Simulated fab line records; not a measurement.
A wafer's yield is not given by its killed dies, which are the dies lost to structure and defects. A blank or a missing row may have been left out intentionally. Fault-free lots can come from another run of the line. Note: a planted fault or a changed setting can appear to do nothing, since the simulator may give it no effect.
A struck lot beside a sound one -- flow n5-finfet -- 14 out of 1938 route steps
Sound: wafers L213.2, L213.4, L213.5. Wafers L207.1, L207.5, L207.6 were the ones struck. The cause is named last.
For every step that has rows: the tool of each side, followed by ch and its chambers, followed by its first start. Under that, the readings that differ: sound wafers -- struck wafers -- difference of the means -- sigmas: that difference in standard deviations of wafers without a fault.
alike: readings whose means differ by less than 2 such deviations, and words and numbers that are the same on both sides. not compared: withheld readings, readings that some wafer has no value for, bounds like >300 that may hide the same value, and numbers for which the record gives no deviation and whose values overlap.
Wherever a step has rows on one side only, a row that says differs or no value, or a row with sigmas, the two part there. Numbers that have no deviation but don't overlap get no sigmas and don't part them. A reading that every wafer of one side lacks parts them only if that side has two wafers or more.

N5_ILD0_ALD_15: deposits SiNx, target thk 24 nm, pulse time 1 s, ald cycles 480.
  sound on ald-sin-02 ch 0,3, day 7 19:37; struck on ald-sin-02 ch 1,2, day 6 11:03
  alike: heater-power-w, precursor-pulse-height-rel
N5_ILD0_CMP_12: polishes SiNx, stops on poly-Si, t overpolish 6 s, target thk 17.67 nm.
  sound on cmp-03 ch 2,3, day 7 21:51; struck on cmp-04 ch 0,2,3, day 6 13:22
  alike: motor-current-A, overpolish-run-s, time-to-endpoint-s
N5_ILD0_THK_MEAS_13:
  sound on film-metro-02 at day 7 22:07; struck on film-metro-01 at day 6 13:33
  alike: thk-nm
N5_ILD0_INSPECT_06: inspects for defects (darkfield).
  sound on defect-inspect-02 at day 7 22:08; struck on defect-inspect-02 at day 6 13:35
  alike: raw-defect-count
N5_SDB_HM_DEP_00: deposits SiNx from SiH4/NH3/N2, target thk 40 nm, time 35.3 s.
  sound on pecvd-04 ch 0,1,2, day 7 22:10; struck on pecvd-01 ch 0,1,2, day 6 13:37
  alike: heater-power-w, showerhead-plenum-p-Torr, throttle-valve-pct
then, 7 steps without rows for these wafers: N5_SDB_COAT_03 (time 60 s, resist thk 100 nm); N5_SDB_COAT_04 (time 60 s, resist thk 18 nm); N5_SDB_COAT_05 (resist thk 90 nm); N5_SDB_EBR_07; N5_SDB_SOFTBAKE_06 (time 60 s); N5_SDB_EXPOSE_08 (exposes mask SDB); N5_SDB_PEB_09 (peb time 60 s).
N5_SDB_DEVELOP_10: develop time 30 s.
  sound on litho-track-02 ch 0, day 7 22:34; struck on litho-track-03, day 6 14:01
  no value came back on the struck wafers for chill-plate-temp-C (C), develop-time-s (s); on the sound wafers chill-plate-temp-C (C) reads 22.87 23.07 23.05
reading,sound,struck,difference,sigmas
model.CAR-ArF_of_SDB_COAT_05.thk-nm (nm),88.8 88.8 89,90 89.8 89.8,+1,
N5_SDB_CD_MEAS_11: the cd target is 50 nm.
  sound on cd-sem-02 ch 0, day 7 22:37; struck on cd-sem-02 ch 0, day 6 14:04
reading,sound,struck,difference,sigmas
cd-nm (nm),52.0 50.9 50.5,- - -,no value on the struck wafers,

WHERE THEY PART
First at N5_SDB_DEVELOP_10; last, within this record, at N5_SDB_CD_MEAS_11.

WHY: what had been put in by the simulator
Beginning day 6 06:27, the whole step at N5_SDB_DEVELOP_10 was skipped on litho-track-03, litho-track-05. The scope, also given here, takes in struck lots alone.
